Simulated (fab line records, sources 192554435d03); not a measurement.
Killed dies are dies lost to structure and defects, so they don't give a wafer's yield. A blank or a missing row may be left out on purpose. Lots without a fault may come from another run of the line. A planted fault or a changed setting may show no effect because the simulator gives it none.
Chamber matching | flow n5_finfet | N5_BEOL_M9_ETCH_61 on rie_diel-02: 4 sister chambers
The step etches SiARC in CF4, target depth 39 nm, time 65 s. 8 wafers are shown with their chamber, then 9 later ones without.

WAFERS WITH THEIR CHAMBER
wafer  | chamber | drypump_motor_current_A (A) | showerhead_plenum_p_Torr (Torr)
L080.4 | 2       | 5.8                         | 2.11
L081.5 | 0       | 5.0                         | 1.98
L083.4 | 1       | 5.2                         | 2.09
L083.5 | 0       | 5.0                         | 1.97
L083.6 | 3       | 5.5                         | 2.13
L090.1 | 3       | 5.4                         | 2.12
L090.2 | 2       | 5.8                         | 2.11
L090.3 | 1       | 5.2                         | 2.08

WAFERS WITHOUT THEIR CHAMBER
wafer  | drypump_motor_current_A (A) | showerhead_plenum_p_Torr (Torr)
L093.1 | 5.2                         | 2.08
L093.4 | 5.0                         | 1.97
L093.6 | 5.2                         | 2.08
L094.2 | 5.7                         | 2.10
L094.3 | 5.0                         | 1.97
L094.6 | 5.2                         | 2.08
L097.2 | 5.4                         | 2.12
L097.3 | 5.2                         | 2.08
L097.5 | 5.4                         | 2.12

WHICH CHAMBER EACH WENT THROUGH
wafer  | from the rows above | in truth
L093.1 | 1                   | 1
L093.4 | 0                   | 0
L093.6 | 1                   | 1
L094.2 | 2                   | 2
L094.3 | 0                   | 0
L094.6 | 1                   | 1
L097.2 | 3                   | 3
L097.3 | 1                   | 1
L097.5 | 3                   | 3
Placed correctly: 9 of 9. Can't be placed from these rows: 0. Placed wrongly: 0.
How it was worked out, from the rows above alone: a wafer's distance from a chamber is the root of the sum, over the readings, of the square of ((its reading less the chamber's mean) divided by the reading's scatter). The wafer belongs to the nearest chamber; if the next one is less than 2 further off, it can't be placed. A chamber's mean is the mean of its shown wafers. The scatter: the root of (the sum of the squares of (reading less its chamber's mean) over the shown wafers, divided by (wafers less chambers)).
